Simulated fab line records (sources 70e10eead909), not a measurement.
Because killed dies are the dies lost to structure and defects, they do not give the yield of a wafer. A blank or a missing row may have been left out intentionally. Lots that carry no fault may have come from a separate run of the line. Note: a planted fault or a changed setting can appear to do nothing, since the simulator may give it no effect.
fab line records ; flow nand_harc ; part 1 of 2: steps 1 to 4 of 6
[record] lots = 22; wafers = 66; last_day = 26
route steps=1159 shown P_ZERO_WELL@61 P_GATE@205 P_M0@266 P_M1@300
lots with no fault: from the same line, run without faults
start_h: the number of hours between the record's first day and the start of the first shown wafer of the lot ; wait_h: hours elapsed since this lot's preceding step ; " the same as in the row above ; L1.1+2: a row that stands for several wafers ; - no value, or no start given ; * or withheld: withheld ; < > ~ a bound
route shown NAME@n: NAME is a module with steps in the file, n the number in the route of the first one ; usual: average and standard deviation across the fault-free wafers ; same: alike in all rows ; chamber/n: place in a boat ; sites: readings site by site ; _std_site: the values' standard deviation ; _edge_site: the outer-site mean with the inner-site mean subtracted ; radius_mm: how far each site lies from the wafer's centre ; mask NAME#n: copy n ; behind: the tool/chamber that last shaped the wafer ; hold: cause of the lot's hold/its duration in hours/its outcome ; device: which transistor (n, p or np) failed to switch ; end of line: tests run on the same wafers once the route is complete ; step lacking rows: just its recipe ; killed: dies that structure and defects cost at the first sort, which is not the same as the wafer's yield ; map: per-die view of a wafer (x killed, . not killed, _ where there is no die)
set.NAME: the setting the step ran with; set.NAME@STEP: the setting that earlier step ran with ; model.NAME: the simulator's own value behind a step, which no gauge read
route steps across a sampled set of lots; one table per step, one row per wafer
services: the hour from which a tool's chamber was out of use, counted from the record's first day as start_h (under 0 if before that day), plus the number of hours and why
[[steps]]
[step NHARC_P_ZERO_WELL_DESCUM_54]
[recipe] time_s = 3; o2_flow_sccm = 200; ar_flow_sccm = 0; bias_power_w = 0; chemistry = O2
[usual] drypump_motor_current_A = 5.6/0.38; oes_product_au = 0.995/0.01; rf_vpp_V = 57.7/0.88; showerhead_plenum_p_Torr = 1.89/0.079; throttle_valve_pct = 11.311/0.0088
lot.wafer;tool;chamber;start_h;wait_h;drypump_motor_current_A;oes_product_au;rf_hours_counter_h;rf_vpp_V;showerhead_plenum_p_Torr;throttle_valve_pct
L074.3;rie_diel-10;3;17.94;-;5.1;1.006;0;55.4;1.91;11.322
L074.4;rie_diel-10;0;17.94;-;5.9;0.999;0;57.5;1.88;11.314
L074.5;rie_diel-10;3;17.94;-;5.1;1.003;-;56.4;1.91;11.319
L076.1;rie_diel-03;3;30.02;-;5.6;0.988;10;57.4;1.87;11.320
L076.2;rie_diel-03;1;30.02;-;6.0;0.993;10;57.1;1.80;11.305
L076.5;rie_diel-03;0;30.02;-;5.8;0.989;-;58.3;2.02;11.311
L077.3;rie_diel-10;3;35.84;-;5.1;1.006;1;57.6;1.91;11.312
L077.1;rie_diel-10;1;35.84;-;5.3;0.994;1;56.2;1.87;11.325
L077.5;rie_diel-10;3;35.84;-;5.1;1.006;-;58.6;1.91;11.324
L078.2;rie_diel-05;3;41.82;-;6.0;0.988;4;57.7;1.98;11.306
L078.5;rie_diel-05;0;41.82;-;5.6;1.011;-;57.5;1.79;11.302
L078.6;rie_diel-05;1;41.82;-;4.9;0.972;-;57.8;1.97;11.299
L079.1;rie_diel-10;2;47.81;-;6.1;0.994;1;59.3;1.94;11.332
L079.2;rie_diel-10;3;47.81;-;5.1;1.013;1;59.6;1.91;11.317
L079.6;rie_diel-10;3;47.81;-;5.1;1.015;-;57.2;1.91;11.308
L080.4;rie_diel-03;2;53.83;-;5.2;0.992;0;59.0;1.90;11.308
L080.1;rie_diel-03;3;53.83;-;5.6;1.008;0;58.0;1.87;11.313
L080.5;rie_diel-03;1;53.83;-;6.0;1.006;-;56.0;1.80;11.302
L081.2;rie_diel-05;3;60.05;-;6.0;0.994;5;58.6;1.98;11.319
L081.3;rie_diel-05;0;60.05;-;5.6;1.004;6;57.4;1.79;11.301
L081.4;rie_diel-05;1;60.05;-;4.9;0.986;6;58.1;1.97;11.310
L082.3;rie_diel-05;3;65.83;-;6.0;0.993;5;58.9;1.98;11.312
L082.2;rie_diel-05;1;65.83;-;4.9;0.980;6;57.6;1.97;11.308
L082.6;rie_diel-05;3;65.83;-;6.0;0.997;-;57.9;1.98;11.309
L084.2;rie_diel-10;3;77.81;-;5.1;1.013;3;58.0;1.91;11.310
L084.4;rie_diel-10;1;77.81;-;5.3;1.007;3;58.1;1.87;11.318
L084.6;rie_diel-10;3;77.81;-;5.1;1.013;-;57.5;1.91;11.300
L085.3;rie_diel-05;3;83.83;-;6.0;0.987;8;59.2;1.98;11.327
L085.4;rie_diel-05;1;83.83;-;4.9;0.992;7;58.3;1.97;11.308
L085.5;rie_diel-05;3;83.83;-;6.0;0.994;-;57.5;1.98;11.312
L086.2;rie_diel-05;1;90.02;-;4.9;0.992;8;58.5;1.97;11.304
L086.1;rie_diel-05;0;90.02;-;5.6;1.005;8;57.4;1.79;11.305
L086.6;rie_diel-05;1;90.02;-;4.9;0.986;-;57.8;1.97;11.310
L087.2;rie_diel-03;2;96.41;-;5.2;0.978;5;57.7;1.90;11.310
L087.3;rie_diel-03;0;96.41;-;5.8;0.974;4;56.5;2.02;11.320
L087.5;rie_diel-03;2;96.41;-;5.3;0.979;-;57.1;1.90;11.308
L088.3;rie_diel-05;3;101.83;-;6.0;0.989;9;57.2;1.98;11.307
L088.1;rie_diel-05;1;101.83;-;4.8;0.985;9;57.1;1.97;11.310
L088.6;rie_diel-05;3;101.83;-;6.0;1.003;-;57.6;1.98;11.292
L089.4;rie_diel-05;3;107.83;-;6.0;0.995;9;58.4;1.98;11.296
L089.3;rie_diel-05;0;107.83;-;5.6;1.006;10;57.7;1.79;11.302
L089.2;rie_diel-05;2;107.83;-;5.7;0.991;9;58.8;1.79;11.301
L090.1;rie_diel-03;1;114.18;-;6.0;0.996;5;56.5;1.80;11.315
L090.2;rie_diel-03;2;114.18;-;5.3;0.981;6;58.2;1.90;11.312
L090.5;rie_diel-03;1;114.18;-;6.0;0.997;-;59.1;1.80;11.315
L091.2;rie_diel-05;1;120.31;-;4.9;0.996;10;57.9;1.97;11.318
L091.3;rie_diel-05;2;120.31;-;5.7;0.993;10;58.1;1.79;11.306
L091.4;rie_diel-05;3;120.31;-;6.0;0.994;11;57.1;1.98;11.316
L092.2;rie_diel-03;0;125.74;-;5.8;0.998;7;57.7;2.02;11.311
L092.5;rie_diel-03;2;125.74;-;5.3;0.994;-;57.7;1.90;11.331
L092.4;rie_diel-03;0;125.74;-;5.8;0.989;-;57.8;2.02;11.301
L093.3;rie_diel-03;1;131.94;-;6.0;0.998;7;57.3;1.80;11.318
L093.4;rie_diel-03;3;131.94;-;5.6;0.982;-;56.9;1.87;11.322
L093.6;rie_diel-03;1;131.94;-;6.0;0.988;-;58.5;1.80;11.297
L094.1;rie_diel-03;2;137.91;-;5.3;0.990;8;59.1;1.90;11.296
L094.2;rie_diel-03;3;137.91;-;5.6;0.998;6;58.5;1.87;11.304
L094.3;rie_diel-03;0;137.91;-;5.8;0.995;7;57.4;2.02;11.315
L095.1;rie_diel-10;0;143.74;-;5.9;0.998;10;57.8;1.87;11.321
L095.4;rie_diel-10;1;143.74;-;5.3;1.002;3;58.0;1.87;11.308
L095.5;rie_diel-10;2;143.74;-;6.1;0.990;-;58.9;1.94;11.303
L096.4;rie_diel-03;3;149.79;-;5.6;0.989;7;58.4;1.87;11.310
L096.1;rie_diel-03;1;149.79;-;6.0;1.000;9;56.7;1.80;11.310
L096.2;rie_diel-03;2;149.79;-;5.3;0.982;9;57.9;1.90;11.308
L097.2;rie_diel-10;0;156.13;-;5.9;0.977;11;57.5;1.87;11.313
L097.3;rie_diel-10;1;156.13;-;5.3;0.997;4;56.8;1.87;11.305
L097.5;rie_diel-10;1;156.13;-;5.3;1.006;-;57.5;1.87;11.305
[step NHARC_P_GATE_STRIP_95]
[recipe] power_w = 1500; temp_c = 250; chemistry = O2
[usual] drypump_motor_current_A = 6.0/0.48; heater_power_w = 325/53; temp_c = 249.98/0.17
lot.wafer;tool;chamber;start_h;wait_h;drypump_motor_current_A;heater_power_w;rf_hours_counter_h;temp_c
L074.4;plasma_asher-02;0;104.16;0.4;5.6;291;-;250.18
L074.3;plasma_asher-02;1;104.16;0.4;6.7;278;-;249.83
L074.5;plasma_asher-02;1;104.16;0.4;6.7;275;-;249.88
L076.2;plasma_asher-01;0;126.23;0.6;5.5;356;10;249.99
L076.1;plasma_asher-01;1;126.23;0.6;6.0;406;10;249.72
L076.5;plasma_asher-01;1;126.23;0.6;5.9;412;-;249.83
L079.2;plasma_asher-02;0;136.26;0.6;5.6;282;46;249.93
L079.1;plasma_asher-02;1;136.26;0.6;6.7;276;46;250.17
L079.6;plasma_asher-02;0;136.26;0.6;5.6;288;-;250.01
L077.1;plasma_asher-01;1;138.21;0.6;5.9;417;15;250.08
L077.3;plasma_asher-01;1;138.21;0.6;5.9;418;-;250.10
L077.5;plasma_asher-01;0;138.21;0.6;5.5;350;-;250.10
L078.2;plasma_asher-02;1;138.50;0.5;6.7;268;47;250.11
L078.5;plasma_asher-02;0;138.50;0.5;5.6;284;-;249.95
L078.6;plasma_asher-02;1;138.50;0.5;6.7;278;-;250.05
L081.2;plasma_asher-02;0;153.77;0.5;5.6;278;52;249.89
L081.4;plasma_asher-02;1;153.77;0.5;6.7;277;-;249.94
L081.3;plasma_asher-02;0;153.77;0.5;5.6;284;-;250.03
L080.1;plasma_asher-02;0;156.13;0.6;5.6;278;53;249.98
L080.4;plasma_asher-02;1;156.13;0.6;6.7;275;-;250.09
L080.5;plasma_asher-02;1;156.13;0.6;6.7;270;-;250.14
L082.2;plasma_asher-01;0;166.20;0.5;5.5;358;24;249.99
L082.3;plasma_asher-01;1;166.20;0.5;5.9;409;-;250.10
L082.6;plasma_asher-01;0;166.20;0.5;5.5;351;-;250.14
L086.2;plasma_asher-02;1;199.40;0.6;6.6;280;2;249.85
L086.1;plasma_asher-02;0;199.40;0.6;5.6;305;2;250.37
L086.6;plasma_asher-02;0;199.40;0.6;5.5;301;-;250.07
L084.2;plasma_asher-01;0;199.81;0.6;5.5;345;34;249.89
L084.4;plasma_asher-01;1;199.81;0.6;5.9;411;-;249.98
L084.6;plasma_asher-01;0;199.81;0.6;5.5;355;-;250.00
L085.4;plasma_asher-01;1;202.04;0.4;5.9;413;-;250.18
L085.3;plasma_asher-01;0;202.04;0.4;5.5;345;-;249.58
L085.5;plasma_asher-01;1;202.04;0.4;6.0;409;-;250.27
L087.2;plasma_asher-02;0;205.17;0.6;5.5;304;4;250.20
L087.3;plasma_asher-02;0;205.17;0.6;5.6;307;-;250.01
L087.5;plasma_asher-02;1;205.17;0.6;6.7;272;-;250.02
L088.1;plasma_asher-01;0;212.71;0.6;5.5;360;39;250.13
L088.3;plasma_asher-01;0;212.71;0.6;5.5;356;-;250.13
L088.6;plasma_asher-01;0;212.71;0.6;5.5;354;-;250.05
L091.2;plasma_asher-02;1;213.06;0.6;6.7;277;7;249.97
L091.4;plasma_asher-02;1;213.06;0.6;6.7;272;-;249.89
L091.3;plasma_asher-02;0;213.06;0.6;5.6;305;-;249.81
L089.2;plasma_asher-02;1;219.03;0.5;6.7;276;11;249.53
L089.4;plasma_asher-02;0;219.03;0.5;5.6;301;-;249.99
L089.3;plasma_asher-02;1;219.03;0.5;6.7;273;-;249.89
L092.2;plasma_asher-02;1;219.80;0.6;6.7;272;11;250.14
L092.4;plasma_asher-02;0;219.80;0.6;5.6;309;-;250.19
L092.5;plasma_asher-02;1;219.80;0.6;6.7;270;-;250.27
L090.2;plasma_asher-01;0;221.53;0.6;5.5;357;44;249.79
L090.1;plasma_asher-01;1;221.53;0.6;5.9;402;44;249.84
L090.5;plasma_asher-01;1;221.53;0.6;6.0;415;-;249.90
L094.2;plasma_asher-01;0;226.11;0.6;5.5;350;46;250.05
L094.1;plasma_asher-01;1;226.11;0.6;5.9;409;46;250.08
L094.3;plasma_asher-01;1;226.11;0.6;5.9;428;-;250.12
L093.4;plasma_asher-02;0;226.65;0.4;5.6;297;-;250.01
L093.3;plasma_asher-02;1;226.65;0.4;6.7;272;-;249.73
L093.6;plasma_asher-02;0;226.65;0.4;5.6;309;-;250.02
L095.1;plasma_asher-01;1;231.91;0.6;5.9;426;49;249.87
L095.4;plasma_asher-01;1;231.91;0.6;5.9;403;-;249.94
L095.5;plasma_asher-01;1;231.91;0.6;5.9;415;-;250.06
L096.2;plasma_asher-02;0;232.90;0.6;5.6;319;17;250.17
L096.1;plasma_asher-02;1;232.90;0.6;6.7;274;17;250.08
L096.4;plasma_asher-02;0;232.90;0.6;5.6;306;-;250.16
L097.2;plasma_asher-01;1;242.90;0.6;6.0;411;51;250.04
L097.3;plasma_asher-01;0;242.90;0.6;5.5;360;-;249.99
L097.5;plasma_asher-01;0;242.90;0.6;5.5;342;-;250.12
[step NHARC_P_M0_DESCUM_14]
[recipe] time_s = 3; o2_flow_sccm = 200; ar_flow_sccm = 0; bias_power_w = 0; chemistry = O2
[usual] drypump_motor_current_A = 5.6/0.43; oes_product_au = 0.995/0.01; rf_vpp_V = 57.8/0.8; showerhead_plenum_p_Torr = 1.89/0.072; throttle_valve_pct = 11.311/0.0099
lot.wafer;tool;chamber;start_h;wait_h;drypump_motor_current_A;oes_product_au;rf_hours_counter_h;rf_vpp_V;showerhead_plenum_p_Torr;throttle_valve_pct
L074.4;rie_diel-05;3;112.34;0.1;6.0;0.990;10;56.9;1.98;11.311
L074.3;rie_diel-05;1;112.34;0.1;4.9;0.991;10;57.7;1.97;11.308
L074.5;rie_diel-05;3;112.34;0.1;6.0;1.007;-;57.5;1.98;11.314
L076.1;rie_diel-05;0;134.91;0.1;5.6;0.999;12;57.9;1.79;11.323
L076.2;rie_diel-05;1;134.91;0.1;4.9;0.985;11;58.6;1.97;11.312
L076.5;rie_diel-05;3;134.91;0.1;6.0;0.998;-;58.4;1.98;11.305
L079.1;rie_diel-05;2;148.19;0.1;5.7;0.997;11;57.7;1.79;11.299
L079.2;rie_diel-05;0;148.19;0.1;5.7;1.000;13;56.7;1.79;11.309
L079.6;rie_diel-05;2;148.19;0.1;5.7;0.987;-;58.4;1.79;11.309
L077.1;rie_diel-01;2;149.64;0.1;5.0;1.002;0;58.5;1.95;11.305
L077.3;rie_diel-01;2;149.64;0.1;5.0;0.990;-;58.4;1.95;11.311
L077.5;rie_diel-01;2;149.64;0.1;5.1;0.998;-;59.1;1.95;11.309
L078.2;rie_diel-05;1;150.20;0.1;4.9;0.991;12;57.5;1.97;11.326
L078.6;rie_diel-05;2;150.20;0.1;5.7;0.993;-;57.1;1.79;11.320
L078.5;rie_diel-05;3;150.20;0.1;6.0;0.995;-;58.5;1.98;11.321
L081.2;rie_diel-10;0;162.78;0.1;6.0;0.995;11;57.1;1.87;11.294
L081.3;rie_diel-10;2;162.78;0.1;6.1;0.976;8;58.4;1.94;11.324
L081.4;rie_diel-10;2;162.78;0.1;6.1;0.982;-;58.1;1.94;11.301
L080.4;rie_diel-01;2;163.96;0.1;5.0;1.006;2;58.5;1.95;11.304
L080.1;rie_diel-01;3;163.96;0.1;5.5;1.002;2;56.8;1.81;11.312
L080.5;rie_diel-01;3;163.96;0.1;5.5;0.999;-;58.0;1.81;11.321
L082.2;rie_diel-05;1;174.31;0.1;4.9;0.989;0;56.8;1.97;11.313
L082.3;rie_diel-05;0;174.31;0.1;5.6;1.025;0;57.1;1.78;11.301
L082.6;rie_diel-05;2;174.31;0.1;5.8;0.994;-;55.8;1.79;11.326
L086.1;rie_diel-10;2;220.34;0.1;6.1;0.977;4;58.7;1.94;11.315
L086.2;rie_diel-10;3;220.34;0.1;5.1;1.009;3;58.9;1.91;11.304
L086.6;rie_diel-10;1;220.34;0.1;5.3;0.988;-;59.0;1.87;11.308
L084.2;rie_diel-05;1;220.77;0.1;4.8;1.005;2;59.7;1.97;11.316
L084.4;rie_diel-05;2;220.77;0.1;5.7;0.995;2;57.1;1.78;11.305
L084.6;rie_diel-05;0;220.77;0.1;5.6;1.012;-;56.9;1.78;11.297
L085.3;rie_diel-01;3;224.21;0.1;5.5;0.990;7;56.8;1.81;11.304
L085.4;rie_diel-01;0;224.21;0.1;6.3;1.003;5;57.7;1.93;11.286
L085.5;rie_diel-01;3;224.21;0.1;5.5;1.006;-;57.6;1.81;11.311
L087.2;rie_diel-10;1;224.55;0.1;5.3;0.987;4;57.8;1.87;11.319
L087.3;rie_diel-10;3;224.55;0.1;5.1;0.996;3;59.4;1.91;11.315
L087.5;rie_diel-10;1;224.55;0.1;5.3;0.978;-;58.3;1.87;11.311
L088.3;rie_diel-05;1;225.33;0.1;4.9;0.998;3;59.9;1.97;11.322
L088.1;rie_diel-05;2;225.33;0.1;5.7;0.991;3;56.9;1.78;11.322
L088.6;rie_diel-05;1;225.33;0.1;4.9;0.997;-;59.0;1.97;11.325
L091.2;rie_diel-01;1;225.83;0.1;5.6;1.001;6;57.7;1.94;11.314
L091.3;rie_diel-01;2;225.83;0.1;5.1;1.007;6;58.3;1.95;11.299
L091.4;rie_diel-01;3;225.83;0.1;5.5;0.984;7;57.1;1.81;11.308
L089.2;rie_diel-05;3;232.69;0.1;6.0;0.988;3;58.9;1.98;11.305
L089.4;rie_diel-05;0;232.69;0.1;5.6;1.014;4;57.5;1.78;11.288
L089.3;rie_diel-05;2;232.69;0.1;5.7;0.979;3;57.9;1.78;11.310
L092.2;rie_diel-05;0;233.36;0.1;5.6;1.016;4;57.7;1.78;11.334
L092.4;rie_diel-05;3;233.36;0.1;6.0;0.988;4;57.5;1.98;11.321
L092.5;rie_diel-05;1;233.36;0.1;4.9;1.003;-;57.3;1.97;11.293
L090.2;rie_diel-01;0;234.34;0.1;6.4;1.000;6;58.2;1.93;11.334
L090.1;rie_diel-01;2;234.34;0.1;5.1;1.006;7;58.2;1.95;11.316
L090.5;rie_diel-01;0;234.34;0.1;6.4;0.997;-;58.4;1.93;11.323
L094.1;rie_diel-10;2;237.73;0.1;6.2;0.992;4;56.7;1.94;11.305
L094.2;rie_diel-10;3;237.73;0.1;5.1;0.990;4;57.5;1.91;11.314
L094.3;rie_diel-10;0;237.73;0.1;5.9;0.995;5;58.1;1.87;11.322
L093.4;rie_diel-10;0;238.10;0.1;6.0;0.988;5;57.1;1.87;11.305
L093.3;rie_diel-10;1;238.10;0.1;5.3;0.985;4;57.4;1.87;11.316
L093.6;rie_diel-10;1;238.10;0.1;5.3;0.987;-;57.5;1.87;11.314
L095.1;rie_diel-10;0;239.78;0.1;6.0;0.997;5;57.0;1.87;11.311
L095.4;rie_diel-10;1;239.78;0.1;5.3;0.992;5;56.9;1.87;11.317
L095.5;rie_diel-10;0;239.78;0.1;5.9;0.991;-;58.9;1.87;11.312
L096.4;rie_diel-01;0;240.93;0.1;6.4;1.000;6;57.6;1.93;11.307
L096.1;rie_diel-01;1;240.93;0.1;5.6;0.990;7;58.3;1.94;11.303
L096.2;rie_diel-01;2;240.93;0.1;5.1;0.995;8;57.0;1.95;11.318
L097.3;rie_diel-01;0;255.08;0.1;6.3;1.007;8;57.8;1.93;11.300
L097.2;rie_diel-01;1;255.08;0.1;5.6;1.002;8;57.5;1.94;11.317
L097.5;rie_diel-01;0;255.08;0.1;6.4;0.997;-;57.9;1.93;11.300
[step NHARC_P_M0_STRIP_18]
[recipe] power_w = 1000; n2_flow_sccm = 150; h2_flow_sccm = 150; ar_flow_sccm = 0; bias_w = 0; chemistry = N2/H2
[usual] drypump_motor_current_A = 5.6/0.43; oes_product_au = 0.996/0.012; rf_fwd_power_W = 997.7/2.9; rf_vpp_V = 90.6/0.81; showerhead_plenum_p_Torr = 2.02/0.06; throttle_valve_pct = 14.171/0.0094
lot.wafer;tool;chamber;start_h;wait_h;drypump_motor_current_A;oes_product_au;rf_fwd_power_W;rf_hours_counter_h;rf_vpp_V;showerhead_plenum_p_Torr;throttle_valve_pct
L074.3;rie_diel-05;1;112.76;0.1;4.9;0.997;998.7;10;91.8;2.11;14.179
L074.4;rie_diel-05;2;112.76;0.1;5.7;0.978;995.8;9;91.0;1.90;14.157
L074.5;rie_diel-05;0;112.76;0.1;5.6;1.003;998.0;-;89.6;1.90;14.156
L076.1;rie_diel-01;1;135.31;0.1;5.6;1.010;994.1;11;89.8;2.07;14.166
L076.2;rie_diel-01;3;135.31;0.1;5.6;0.994;995.5;11;91.8;1.93;14.161
L076.5;rie_diel-01;1;135.31;0.1;5.6;1.017;994.8;-;91.4;2.07;14.190
L079.1;rie_diel-01;1;148.67;0.1;5.6;1.004;1000.1;0;91.1;2.07;14.155
L079.2;rie_diel-01;2;148.67;0.1;5.1;1.003;997.6;0;89.8;2.08;14.160
L079.6;rie_diel-01;1;148.67;0.1;5.6;0.998;999.2;-;90.1;2.07;14.166
L077.3;rie_diel-10;3;150.17;0.1;5.1;1.022;997.1;11;90.8;2.04;14.170
L077.1;rie_diel-10;0;150.17;0.1;5.9;0.995;1000.3;11;91.4;1.99;14.182
L077.5;rie_diel-10;2;150.17;0.1;6.1;0.994;997.2;-;90.9;2.07;14.146
L078.2;rie_diel-01;2;150.60;0.1;5.1;1.001;996.9;1;91.1;2.08;14.157
L078.6;rie_diel-01;3;150.60;0.1;5.6;0.985;1001.7;-;90.8;1.93;14.177
L078.5;rie_diel-01;2;150.60;0.1;5.1;0.992;994.7;-;89.6;2.08;14.181
L081.2;rie_diel-05;1;163.18;0.1;4.9;0.994;998.2;13;91.4;2.10;14.168
L081.4;rie_diel-05;2;163.18;0.1;5.8;0.996;992.9;12;89.1;1.90;14.156
L081.3;rie_diel-05;3;163.18;0.1;6.0;0.988;996.4;13;92.0;2.11;14.167
L080.1;rie_diel-10;0;164.37;0.1;5.9;0.986;996.3;11;88.3;1.99;14.176
L080.5;rie_diel-10;0;164.37;0.1;5.9;0.993;1000.1;-;90.0;2.00;14.172
L080.4;rie_diel-10;2;164.37;0.1;6.1;0.988;994.2;-;90.3;2.07;14.169
L082.2;rie_diel-01;1;174.74;0.1;5.6;1.001;997.1;3;89.4;2.07;14.171
L082.3;rie_diel-01;2;174.74;0.1;5.1;1.011;1001.9;4;91.0;2.08;14.156
L082.6;rie_diel-01;3;174.74;0.1;5.6;0.994;999.7;-;91.2;1.93;14.190
L086.2;rie_diel-01;1;220.70;0.1;5.6;0.993;1005.0;6;89.8;2.07;14.166
L086.1;rie_diel-01;0;220.70;0.1;6.4;0.980;998.7;5;91.3;2.06;14.162
L086.6;rie_diel-01;2;220.70;0.1;5.1;1.004;996.3;-;90.2;2.08;14.168
L084.2;rie_diel-10;2;221.13;0.1;6.1;0.968;994.2;4;91.1;2.07;14.159
L084.4;rie_diel-10;3;221.13;0.1;5.1;0.990;997.5;3;91.2;2.03;14.169
L084.6;rie_diel-10;3;221.13;0.1;5.1;0.984;1000.6;-;90.8;2.03;14.181
L085.4;rie_diel-01;0;224.63;0.1;6.4;0.995;1000.4;5;92.0;2.06;14.176
L085.3;rie_diel-01;1;224.63;0.1;5.6;0.982;998.6;6;91.2;2.07;14.171
L085.5;rie_diel-01;3;224.63;0.1;5.6;0.987;997.1;-;90.6;1.92;14.173
L087.2;rie_diel-10;0;224.92;0.1;5.9;0.992;1005.5;5;91.4;1.99;14.162
L087.3;rie_diel-10;1;224.92;0.1;5.3;0.984;997.9;4;91.3;1.99;14.193
L087.5;rie_diel-10;0;224.92;0.1;5.9;0.985;999.3;-;89.9;1.99;14.167
L088.1;rie_diel-10;0;225.70;0.1;6.0;0.985;1001.9;5;90.8;1.99;14.170
L088.3;rie_diel-10;2;225.70;0.1;6.1;0.976;994.4;4;90.3;2.07;14.161
L088.6;rie_diel-10;1;225.70;0.1;5.3;0.976;1001.2;-;89.3;1.99;14.169
L091.2;rie_diel-10;0;226.21;0.1;5.9;0.996;992.1;5;89.4;1.99;14.180
L091.4;rie_diel-10;2;226.21;0.1;6.1;0.981;997.7;4;90.6;2.07;14.177
L091.3;rie_diel-10;3;226.21;0.1;5.1;0.993;992.2;3;90.3;2.03;14.178
L089.4;rie_diel-10;2;233.06;0.1;6.1;0.984;994.4;4;91.0;2.07;14.177
L089.2;rie_diel-10;3;233.06;0.1;5.1;1.004;994.4;3;90.3;2.03;14.176
L089.3;rie_diel-10;0;233.06;0.1;5.9;0.992;999.9;5;90.7;1.99;14.185
L092.2;rie_diel-01;0;233.74;0.1;6.3;0.997;1006.5;6;90.7;2.06;14.189
L092.4;rie_diel-01;1;233.74;0.1;5.6;1.003;996.4;6;90.4;2.07;14.166
L092.5;rie_diel-01;1;233.74;0.1;5.6;0.997;996.4;-;91.2;2.07;14.153
L090.2;rie_diel-10;2;235.10;0.1;6.1;0.989;1001.4;4;90.5;2.07;14.160
L090.1;rie_diel-10;3;235.10;0.1;5.1;0.999;996.9;4;91.4;2.03;14.173
L090.5;rie_diel-10;1;235.10;0.1;5.4;0.990;993.4;-;90.4;1.99;14.167
L094.1;rie_diel-01;1;238.10;0.1;5.6;0.999;994.9;6;91.4;2.07;14.174
L094.3;rie_diel-01;2;238.10;0.1;5.1;1.010;996.8;7;92.9;2.08;14.176
L094.2;rie_diel-01;3;238.10;0.1;5.6;0.991;997.2;8;91.2;1.92;14.164
L093.3;rie_diel-01;2;238.48;0.1;5.1;1.009;1000.7;8;91.2;2.08;14.168
L093.4;rie_diel-01;1;238.48;0.1;5.6;1.001;997.3;7;90.0;2.07;14.178
L093.6;rie_diel-01;2;238.48;0.1;5.1;1.010;991.5;-;91.5;2.08;14.164
L095.4;rie_diel-05;0;240.15;0.1;5.6;1.010;995.9;4;90.4;1.90;14.174
L095.1;rie_diel-05;3;240.15;0.1;6.0;0.984;995.8;4;91.3;2.11;14.172
L095.5;rie_diel-05;1;240.15;0.1;4.9;0.992;997.4;-;90.1;2.10;14.168
L096.4;rie_diel-10;0;241.31;0.1;5.9;0.993;994.5;5;90.6;1.99;14.178
L096.2;rie_diel-10;1;241.31;0.1;5.3;0.988;1001.6;5;91.7;1.99;14.170
L096.1;rie_diel-10;3;241.31;0.1;5.1;1.011;996.3;4;90.2;2.03;14.167
L097.3;rie_diel-10;2;255.44;0.1;6.1;0.989;996.5;7;90.3;2.07;14.177
L097.2;rie_diel-10;3;255.44;0.1;5.1;0.999;999.6;5;90.5;2.03;14.163
L097.5;rie_diel-10;3;255.44;0.1;5.1;1.004;996.3;-;91.3;2.03;14.161
